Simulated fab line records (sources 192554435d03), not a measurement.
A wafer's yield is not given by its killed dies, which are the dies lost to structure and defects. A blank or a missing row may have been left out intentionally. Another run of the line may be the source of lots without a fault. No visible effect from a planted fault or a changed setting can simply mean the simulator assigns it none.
Split-lot trial -- flow n5-finfet -- route with 1938 steps; 7 lots, 36 wafers read

ON THE SPLIT
At N5_BEOL_M9_ETCH_62 (etches SOC in N2/H2, target depth 110 nm, overetch 22 nm, time 165 s), the setting time-s was moved away from the recipe's 165 s on 12 of the 36 wafers read, by -21.3% to +53.5%. All remaining wafers had this setting at the recipe value.

FROM THE SPLIT TO THE READING: what the file shows between them, 9 steps
- N5_BEOL_M9_STRIP_68: strips in N2/H2
- N5_BEOL_M9_STRIP_67: strips in CF4
- N5_BEOL_M9_HM_OPEN_17: chemistry Cl2/BCl3, target TiN, target depth 20 nm, overetch 6 nm
- N5_BEOL_M9_STRIP_19: strips in O2
- N5_BEOL_M9_CD_MEAS_18: pitch 140 nm, target cd 70 nm
- N5_BEOL_M9_COAT_63: time 60 s, resist thk 60 nm
- N5_BEOL_M9_COAT_64: time 60 s, resist thk 12 nm
- N5_BEOL_M9_PRECLEAN_42: cleans in residue remover, time 60 s
- N5_BEOL_M9_SRD_43: time 30 s

THE READING
cd-nm, in nm, at N5_BEOL_M9_CD_MEAS_35 (target cd 70 nm, target cd y 40 nm). A value of 70.0 nm with a standard deviation of 0.56 nm is what fault-free wafers of this fab line usually give.

wafer,"tool, chamber at the split","time-s as run, s",against the recipe,"cd-nm, nm",against lot-mates on the recipe
L075.2,"rie-diel-05, 3",165,recipe,69.0,-
L075.4,"rie-diel-05, 2",165,recipe,69.0,-
L075.6,"rie-diel-05, 1",165,recipe,68.7,-
L081.1,"rie-diel-06, 2",165,recipe,69.1,-
L081.2,"rie-diel-06, 3",165,recipe,70.4,-
L081.3,"rie-diel-06, 0",165,recipe,70.1,-
L081.4,"rie-diel-06, 1",165,recipe,69.2,-
L081.5,"rie-diel-06, 1",165,recipe,69.7,-
L081.6,"rie-diel-06, 0",165,recipe,69.5,-
L084.1,"rie-diel-05, 0,2",165,recipe,69.2,-
L084.2,"rie-diel-05, 3",253.3,+53.5%,71.9,+2.7
L084.3,"rie-diel-05, 0,2",165,recipe,69.1,-
L084.4,"rie-diel-05, 1",165,recipe,69.4,-
L084.5,"rie-diel-05, 1",253.3,+53.5%,71.1,+1.9
L084.6,"rie-diel-05, 2",253.3,+53.5%,71.4,+2.2
L086.1,"rie-diel-03, 2",165,recipe,70.4,-
L086.2,"rie-diel-03, 0",249.1,+51.0%,71.3,+1.4
L086.3,"rie-diel-03, 1",165,recipe,69.2,-
L086.4,"rie-diel-03, 3,2",249.1,+51.0%,71.8,+1.9
L086.5,"rie-diel-03, 3",165,recipe,70.1,-
L086.6,"rie-diel-03, 3,2",249.1,+51.0%,71.9,+2.0
L090.1,"rie-diel-03, 2",165,recipe,70.9,-
L090.2,"rie-diel-03, 3",248,+50.3%,72.7,+2.0
L090.3,"rie-diel-03, 0,3",248,+50.3%,71.9,+1.2
L090.4,"rie-diel-03, 1",165,recipe,70.5,-
L090.5,"rie-diel-03, 2",165,recipe,70.6,-
L090.6,"rie-diel-03, 0,3",248,+50.3%,71.6,+0.9
L092.1,"rie-diel-03, 0",165,recipe,69.0,-
L092.2,"rie-diel-03, 2",165,recipe,70.6,-
L092.3,"rie-diel-03, 3",165,recipe,69.8,-
L092.4,"rie-diel-03, 1",129.8,-21.3%,69.4,-0.4
L092.5,"rie-diel-03, 3",129.8,-21.3%,69.0,-0.8
L092.6,"rie-diel-03, 2",129.8,-21.3%,69.5,-0.3
L096.1,"rie-diel-05, 2",165,recipe,70.2,-
L096.3,"rie-diel-05, 0",165,recipe,70.0,-
L096.6,"rie-diel-05, 1",165,recipe,70.2,-
Where a row lists several chambers, the file gives one row for several wafers and doesn't say which wafer went through which chamber.

FIT RESULTS
A straight line over all 36 wafers: cd-nm changes by +0.0366 nm for each +1% of time-s; r = +0.84; the points scatter about the line by 0.6 nm.
The same after taking each lot's own level away (the mean of its wafers on the recipe; 36 wafers): +0.0339 nm for each +1%; r = +0.90; scatter 0.41 nm.
According to that fit, moving time-s by its largest amount changes the reading by 1.8 nm.
Across the lots, their own levels run from 68.90 to 70.67 nm, a range of 3.2 times the standard deviation given above.
Consequently the slope shifts little with the lot-to-lot level, the two slopes agreeing.
Check: with one of the wafers moved furthest among these (+53.5%) left out of the fit, the line predicts +1.74 nm for it against its lot-mates. Against them it came out at +2.67 nm.

ADDITIONAL SPLITS CARRIED BY THESE WAFERS
Before the reading, these wafers also passed through other splits. Each is held against what the fit with the lots' levels taken away leaves over:
other split on the same wafers,wafers away from the commonest value,r with cd-nm (lot level and that fit taken away)
N5_BEOL_M7_ILD_DEP_00 time-s,12,-0.33

THE WHOLE CHAIN: every reading that the file lists as answering this split, in the file's order
step,what it does,reading,change (the file's fit),r (the file's)
N5_BEOL_M9_ETCH_62,"etches SOC in N2/H2, target depth 110 nm, overetch 22 nm, time 165 s","SiARC_of_BEOL_M9_COAT_60.thk-nm (the simulator's own value, which no gauge read)",-0.0653 nm for each +1% of the setting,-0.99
N5_BEOL_M9_ETCH_62,"etches SOC in N2/H2, target depth 110 nm, overetch 22 nm, time 165 s","BEOL_M9.cd-offset-nm (the simulator's own value, which no gauge read)",+0.0285 nm for each +1% of the setting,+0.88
N5_BEOL_M9_HM_OPEN_17,"chemistry Cl2/BCl3, target TiN, target depth 20 nm, overetch 6 nm","etch.depth-nm (the simulator's own value, which no gauge read)","not straight: 19.82 at the lowest setting, 20.01 at the recipe, 11.35 at the highest",not given
N5_BEOL_M9_CD_MEAS_18,"pitch 140 nm, target cd 70 nm",cd-nm,+0.0361 nm for each +1% of the setting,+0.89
N5_BEOL_M9_CD_MEAS_35,"target cd 70 nm, target cd y 40 nm",cd-nm,+0.0345 nm for each +1% of the setting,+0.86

THE FILE'S OWN FIT
cd-nm changes by +0.0345 nm for each +1% of time-s, r = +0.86.
